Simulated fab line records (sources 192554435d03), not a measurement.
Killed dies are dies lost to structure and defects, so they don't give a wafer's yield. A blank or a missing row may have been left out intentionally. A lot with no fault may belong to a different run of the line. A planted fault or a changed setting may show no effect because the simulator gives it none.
Comparing a struck lot with a sound one ; flow n5Finfet ; 14 out of 1938 route steps
Sound: the wafers L594.2, L594.5, L594.6. The struck wafers were L604.1, L604.6. The cause is named last.
At each step with rows: each side's tool, then ch and its chambers, then its first start. Under that, the readings that differ: sound wafers ; struck wafers ; difference of the means ; sigmas: that difference in standard deviations of wafers without a fault.
alike: words and numbers the same on both sides, and readings whose means are apart by under 2 such deviations; not compared: readings that were withheld, readings missing a value for some wafer, numbers with overlapping values and no deviation given by the record, and bounds like >300 which may hide the same value.
Wherever a step has rows on one side only, a row that says differs or no value, or a row with sigmas, the two part there. When numbers do not overlap yet have no deviation, they are printed without sigmas and do not part them. A reading that every wafer of one side lacks parts them only if that side has two wafers or more.

first, 1 step without rows for these wafers: N5_BEOL_M9_STRIP_80 (strips in N2/H2, time 10 s).
N5_BEOL_M9_OCD_MEAS_38:
  sound: ocd-02 at day 11 06:32; struck: ocd-02 at day 13 06:40
  alike: trenchDepthNm
then, 4 steps without rows for these wafers: N5_BEOL_M9_HM_STRIP_39 (strips TiN in peroxide tin strip, target depth 25 nm, time 158 s); N5_BEOL_M9_SRD_40 (time 30 s); N5_BEOL_M9_PRECLEAN_42 (cleans in residue remover, time 60 s); N5_BEOL_M9_SRD_43 (time 30 s).
N5_BEOL_M9_CD_MEAS_35: target cd 70 nm, target cd y 40 nm.
  sound: cdSem-01 at day 11 06:42; struck: cdSem-02 at day 13 06:49
  alike: cdNm
then, 1 step without rows for these wafers: N5_BEOL_M9_CURE_72 (cures SiCOH lowk, time 120 s).
N5_BEOL_M9_DEGAS_44: time 60 s.
  sound: pvdSputter-02 at day 11 07:04; struck: pvdSputter-02 at day 13 07:35
  alike: heaterPowerW
N5_BEOL_M9_PRE_CLEAN_45: time 30 s.
  sound: pvdSputter-02 at day 11 07:06; struck: pvdSputter-02 at day 13 07:38
  alike: heaterPowerW
N5_BEOL_M9_ALD_74: deposits TaN, target thk 2 nm, pulse time 2 s, purge time 3 s.
  sound on aldMetal-01 ch 0,3, day 11 07:10; struck on aldMetal-02 ch 2,3, day 13 07:41
  alike: heaterPowerW
N5_BEOL_M9_SURFACE_TREAT_79:
  sound: pvdSputter-01 at day 11 08:58; struck: pvdSputter-02 at day 13 08:08
  not compared: throttleValvePct
N5_BEOL_M9_CVD_78: deposits Co from CCTBA/H2, target thk 2 nm, time 138.9 s.
  sound on cvdCo-01 ch 0,1,2, day 11 09:02; struck on cvdCo-01 ch 1, day 13 08:11
reading;sound;struck;difference;sigmas
runLengthS (s);161.1 161.7 162.7;121.3 121.5;-40.4;-58
N5_BEOL_M9_SPUTTER_48: material Cu, target thk 12 nm, time 2 s.
  sound: pvdSputter-02 at day 11 09:11; struck: pvdSputter-02 at day 13 08:19
  alike: chuckGasFlowSccm, throttleValvePct

== WHERE THEY PART ==
N5_BEOL_M9_CVD_78 only, going by this record. Later steps at which nothing parts them and some readings are alike: N5_BEOL_M9_SPUTTER_48.

WHY: what had been put in by the simulator
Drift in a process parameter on cvdCo-01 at N5_BEOL_M9_CVD_78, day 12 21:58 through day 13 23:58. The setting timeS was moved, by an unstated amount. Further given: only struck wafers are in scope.
